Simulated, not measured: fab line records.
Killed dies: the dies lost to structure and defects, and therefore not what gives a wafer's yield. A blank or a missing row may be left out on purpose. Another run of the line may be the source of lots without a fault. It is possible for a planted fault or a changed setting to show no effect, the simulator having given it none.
Which tool did it? -- flow n5Finfet -- 12 lots, 36 wafers sampled, at 2 steps of a route of 1938

== WHAT EACH GAUGE READ, for each wafer ==
N5_SD_EPI_P_INSPECT_26: inspects for defects (darkfield).
lot,measured,on,rawDefectCount
L075,day 3 16:25,defectInspect-02,167 155 176
L077,day 4 06:25,defectInspect-01,132 133 131
L079,day 4 17:06,defectInspect-01,148 162 99
L081,day 5 06:34,defectInspect-02,189 165 127
L083,day 5 17:23,defectInspect-01,145 222 172
L085,day 6 14:07,defectInspect-01,114 131 134
L087,day 6 16:55,defectInspect-01,160 121 123
L089,day 7 04:56,defectInspect-01,171 164 160
L091,day 7 13:18,defectInspect-02,175 152 136
L093,day 8 03:21,defectInspect-02,211 182 152
L095,day 8 17:01,defectInspect-02,199 218 159
L096,day 9 05:39,defectInspect-01,198 192 161

== WHAT TOOL EACH LOT RAN ON (gives the tool, then ch and the chambers of the sampled wafers, and finally the start) ==
lot,N5_SD_EPI_N_VAPOR_ETCH_50
L075,"epiRpcvd-01 ch 0, day 3 09:05"
L077,"epiRpcvd-01 ch 0, day 3 23:17"
L079,"epiRpcvd-03 ch 0, day 4 10:11"
L081,"epiRpcvd-03 ch 0, day 5 00:02"
L083,"epiRpcvd-03 ch 0, day 5 09:53"
L085,"epiRpcvd-01 ch 0, day 6 01:59"
L087,"epiRpcvd-03 ch 0, day 6 09:35"
L089,"epiRpcvd-03 ch 0, day 6 20:59"
L091,"epiRpcvd-03 ch 0, day 7 06:46"
L093,"epiRpcvd-02 ch 0, day 7 20:47"
L095,"epiRpcvd-03 ch 0, day 8 09:14"
L096,"epiRpcvd-02 ch 0, day 8 22:49"
- N5_SD_EPI_N_VAPOR_ETCH_50: etches Si in HCl, time 54 s.

== THE ANSWER, worked out from the rows above alone ==
Rule: what is usual is taken from the lots themselves. The widest of any qualifying gaps counts: lots, ordered by their means at a reading, are off when they make up no more than a third of the lots, leave a main group of 4 or more, and stand apart from it by 3 or more times the standard deviation of that group's means. Not used: any main group whose means are identical at the precision the tables above print for the reading. Also off: a lot with no number at a reading for which 4 or more lots have one. All remaining lots with rows at the step are treated as sound.
Across all readings shown, no lot is off: no conclusion can be drawn from this.

== WHAT THE SIMULATOR PUT IN ==
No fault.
